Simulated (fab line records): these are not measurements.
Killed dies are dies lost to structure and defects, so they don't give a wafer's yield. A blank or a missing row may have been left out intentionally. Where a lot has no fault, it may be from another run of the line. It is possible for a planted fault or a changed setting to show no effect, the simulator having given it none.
Chamber matching	flow nand-harc	NHARC_A_CHANNEL_FILL_D1_ETCHBACK_20 on rie-diel-06: 4 sister chambers
The step etches the open film in C4F8/O2/Ar, target depth 27 nm, time 13.5 s. 8 wafers are shown with their chamber, then 12 later ones without.

WAFERS PAIRED WITH THEIR CHAMBERS
wafer	chamber	rf-vpp-V (V)	rf-fwd-power-W (W)
L087.5	2	988	585.3
L086.1	2	989	583.3
L086.3	3	979	585.1
L090.5	1	982	588.0
L090.6	0	980	590.3
L089.1	3	980	587.1
L089.3	0	979	586.4
L089.6	1	983	586.0

WAFERS WHOSE CHAMBER IS MISSING
wafer	rf-vpp-V (V)	rf-fwd-power-W (W)
L093.1	980	587.0
L093.5	987	586.9
L093.6	981	590.3
L095.1	980	587.4
L095.3	979	587.8
L095.4	981	589.8
L097.2	989	589.8
L097.4	981	588.0
L097.5	980	588.0
L096.2	980	584.5
L096.5	981	584.9
L096.6	981	586.3

EACH ONE'S CHAMBER
wafer	from the rows above	in truth
L093.1	can't be placed: 3 or 0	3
L093.5	2	2
L093.6	can't be placed: 0 or 1 or 3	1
L095.1	can't be placed: 0 or 3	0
L095.3	can't be placed: 0 or 3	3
L095.4	can't be placed: 0 or 1 or 3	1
L097.2	2	2
L097.4	can't be placed: 0 or 1 or 3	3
L097.5	can't be placed: 0 or 3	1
L096.2	can't be placed: 3 or 0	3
L096.5	can't be placed: 3 or 1 or 0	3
L096.6	can't be placed: 3 or 1 or 0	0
Placed correctly: 2 of 12. From these rows, 10 cannot be placed; in 9 the true chamber is one of the candidates. Wrongly placed: 0.
How it was worked out, from the rows above alone: a wafer's distance from a chamber is the root of the sum, over the readings, of the square of ((its reading less the chamber's mean) divided by the reading's scatter). The wafer belongs to the nearest chamber; if the next one is less than 2 further off, it can't be placed. The mean given for a chamber averages the wafers shown for that chamber. The scatter: take each reading less its chamber's mean, square it, sum over the shown wafers, divide by the number of wafers less the number of chambers, and take the root.
